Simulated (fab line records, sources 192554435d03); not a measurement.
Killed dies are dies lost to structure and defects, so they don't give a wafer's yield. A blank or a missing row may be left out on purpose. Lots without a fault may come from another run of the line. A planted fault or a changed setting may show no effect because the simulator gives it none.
Split-lot experiment | flow n5_finfet | 7 lots, 39 wafers read, on a route of 1938 steps

THE SPLIT
At N5_BEOL_M8_ALD_77 (deposits TaN, target thk 2 nm, pulse time 2 s, purge time 3 s), the setting ald_cycles was moved away from the recipe's 40 on 18 of the 39 wafers read, by -57.5% to +50.0%. The other wafers ran this setting at the recipe's value.

The reading is taken at the split's own step.

THE READING
TaN_of_BEOL_M8_ALD_77.thk_nm (the simulator's own value, which no gauge read), in nm, at N5_BEOL_M8_ALD_77 (deposits TaN, target thk 2 nm, pulse time 2 s, purge time 3 s). The file gives no usual value for it.

wafer  | tool, chamber at the split | ald_cycles as run | against the recipe | TaN_of_BEOL_M8_ALD_77.thk_nm, nm | against lot-mates on the recipe
L074.1 | ald_metal-01, 1,3,0        | 40                | recipe             | 2                                | -
L074.2 | ald_metal-01, 1,3,0        | 40                | recipe             | 2                                | -
L074.6 | ald_metal-01, 1,3,0        | 40                | recipe             | 2                                | -
L074.3 | ald_metal-01, 0,2,1        | 17                | -57.5%             | 0.8                              | -1.2
L074.4 | ald_metal-01, 0,2,1        | 17                | -57.5%             | 0.8                              | -1.2
L074.5 | ald_metal-01, 0,2,1        | 17                | -57.5%             | 0.8                              | -1.2
L076.1 | ald_metal-01, 0,3,1        | 40                | recipe             | 2                                | -
L076.3 | ald_metal-01, 0,3,1        | 40                | recipe             | 2                                | -
L076.6 | ald_metal-01, 0,3,1        | 40                | recipe             | 2                                | -
L076.2 | ald_metal-01, 1,2,2        | 27                | -32.5%             | 1.4                              | -0.6
L076.4 | ald_metal-01, 1,2,2        | 27                | -32.5%             | 1.4                              | -0.6
L076.5 | ald_metal-01, 1,2,2        | 27                | -32.5%             | 1.4                              | -0.6
L081.2 | ald_metal-04, 1,3,1        | 40                | recipe             | 2                                | -
L081.4 | ald_metal-04, 1,3,1        | 40                | recipe             | 2                                | -
L081.6 | ald_metal-04, 1,3,1        | 40                | recipe             | 2                                | -
L084.1 | ald_metal-02, 2,3,2        | 40                | recipe             | 2                                | -
L084.5 | ald_metal-02, 2,3,2        | 40                | recipe             | 2                                | -
L084.6 | ald_metal-02, 2,3,2        | 40                | recipe             | 2                                | -
L084.2 | ald_metal-02, 3,0,1        | 53                | +32.5%             | 2.6                              | +0.6
L084.3 | ald_metal-02, 3,0,1        | 53                | +32.5%             | 2.6                              | +0.6
L084.4 | ald_metal-02, 3,0,1        | 53                | +32.5%             | 2.6                              | +0.6
L088.1 | ald_metal-04, 3,2,0        | 48                | +20.0%             | 2.4                              | +0.4
L088.2 | ald_metal-04, 3,2,0        | 48                | +20.0%             | 2.4                              | +0.4
L088.3 | ald_metal-04, 3,2,0        | 48                | +20.0%             | 2.4                              | +0.4
L088.4 | ald_metal-04, 1,1,2        | 40                | recipe             | 2                                | -
L088.5 | ald_metal-04, 1,1,2        | 40                | recipe             | 2                                | -
L088.6 | ald_metal-04, 1,1,2        | 40                | recipe             | 2                                | -
L093.1 | ald_metal-01, 1,3,0        | 21                | -47.5%             | 1                                | -1.0
L093.2 | ald_metal-01, 1,3,0        | 21                | -47.5%             | 1                                | -1.0
L093.4 | ald_metal-01, 1,3,0        | 21                | -47.5%             | 1                                | -1.0
L093.3 | ald_metal-01, 2,2,3        | 40                | recipe             | 2                                | -
L093.5 | ald_metal-01, 2,2,3        | 40                | recipe             | 2                                | -
L093.6 | ald_metal-01, 2,2,3        | 40                | recipe             | 2                                | -
L097.1 | ald_metal-01, 1,0,2        | 60                | +50.0%             | 3                                | +1.0
L097.3 | ald_metal-01, 1,0,2        | 60                | +50.0%             | 3                                | +1.0
L097.5 | ald_metal-01, 1,0,2        | 60                | +50.0%             | 3                                | +1.0
L097.2 | ald_metal-01, 3,2,1        | 40                | recipe             | 2                                | -
L097.4 | ald_metal-01, 3,2,1        | 40                | recipe             | 2                                | -
L097.6 | ald_metal-01, 3,2,1        | 40                | recipe             | 2                                | -
Where a row lists several chambers, the file gives one row for several wafers and doesn't say which wafer went through which chamber.

THE FIT
A straight line over all 39 wafers: TaN_of_BEOL_M8_ALD_77.thk_nm changes by +0.0202 nm for each +1% of ald_cycles; r = +1.00; the points scatter about the line by 0.027 nm.
The same after taking each lot's own level away (the mean of its wafers on the recipe; 39 wafers): +0.0202 nm for each +1%; r = +1.00; scatter 0.027 nm.
On that fit, the largest move of ald_cycles shifts the reading by 1.2 nm.
The lots' own levels span 2.00 to 2.00 nm.
So the lot-to-lot level changes the slope little: the two slopes agree.
Check: with one of the wafers moved furthest among these (-57.5%) left out of the fit, the line predicts -1.16 nm for it against its lot-mates. It came out at -1.2 nm against them.

OTHER SPLITS ON THESE WAFERS
These wafers also went through other splits before the reading. Each is held against what the fit with the lots' levels taken away leaves over:
other split on the same wafers | wafers away from the commonest value | r with TaN_of_BEOL_M8_ALD_77.thk_nm (lot level and that fit taken away)
N5_BEOL_M6_ALD_77 ald_cycles   | 9                                    | -0.38

THE FILE'S OWN FIT
TaN_of_BEOL_M8_ALD_77.thk_nm changes by +0.0202 nm for each +1% of ald_cycles, r = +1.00.
